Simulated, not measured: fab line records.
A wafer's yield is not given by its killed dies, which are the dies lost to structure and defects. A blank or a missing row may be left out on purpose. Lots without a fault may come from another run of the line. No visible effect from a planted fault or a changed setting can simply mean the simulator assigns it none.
Matching of chambers + flow n5 finfet + N5_SPACER0_ALD_08 on ald sin-02: 4 sister chambers
The step deposits SiNx, target thk 2 nm. 7 wafers are shown with their chamber, then 7 later ones without.

== WAFERS WITH THEIR CHAMBER ==
| wafer  | chamber | heater power w (W) |
|--------|---------|--------------------|
| L086.2 | 0       | 806                |
| L086.5 | 0       | 803                |
| L092.2 | 2       | 1081               |
| L092.3 | 1       | 827                |
| L092.6 | 3       | 858                |
| L094.1 | 3       | 841                |
| L094.2 | 1       | 830                |

== WAFERS WHOSE CHAMBER IS MISSING ==
| wafer  | heater power w (W) |
|--------|--------------------|
| L094.6 | 870                |
| L096.2 | 795                |
| L096.5 | 814                |
| L096.6 | 852                |
| L097.4 | 822                |
| L097.5 | 1083               |
| L097.6 | 809                |

== CHAMBER TAKEN BY EACH ==
| wafer  | from the rows above     | in truth                   |
|--------|-------------------------|----------------------------|
| L094.6 | 3                       | 3                          |
| L096.2 | 0                       | 0                          |
| L096.5 | can't be placed: 0 or 1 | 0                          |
| L096.6 | 3                       | 3                          |
| L097.4 | can't be placed: 1 or 0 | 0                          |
| L097.5 | 2                       | 2                          |
| L097.6 | 0                       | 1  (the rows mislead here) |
Correct placement for 4 of the 7. Not placeable from these rows: 2 (in 2, the candidates include the true chamber). Number placed wrongly: 1.
How it was worked out, from the rows above alone: a wafer's distance from a chamber is the root of the sum, over the readings, of the square of ((its reading less the chamber's mean) divided by the reading's scatter). The wafer belongs to the nearest chamber; if the next one is less than 2 further off, it can't be placed. For every chamber, the mean is computed from those of its wafers that are shown. The scatter: take each reading less its chamber's mean, square it, sum over the shown wafers, divide by the number of wafers less the number of chambers, and take the root.
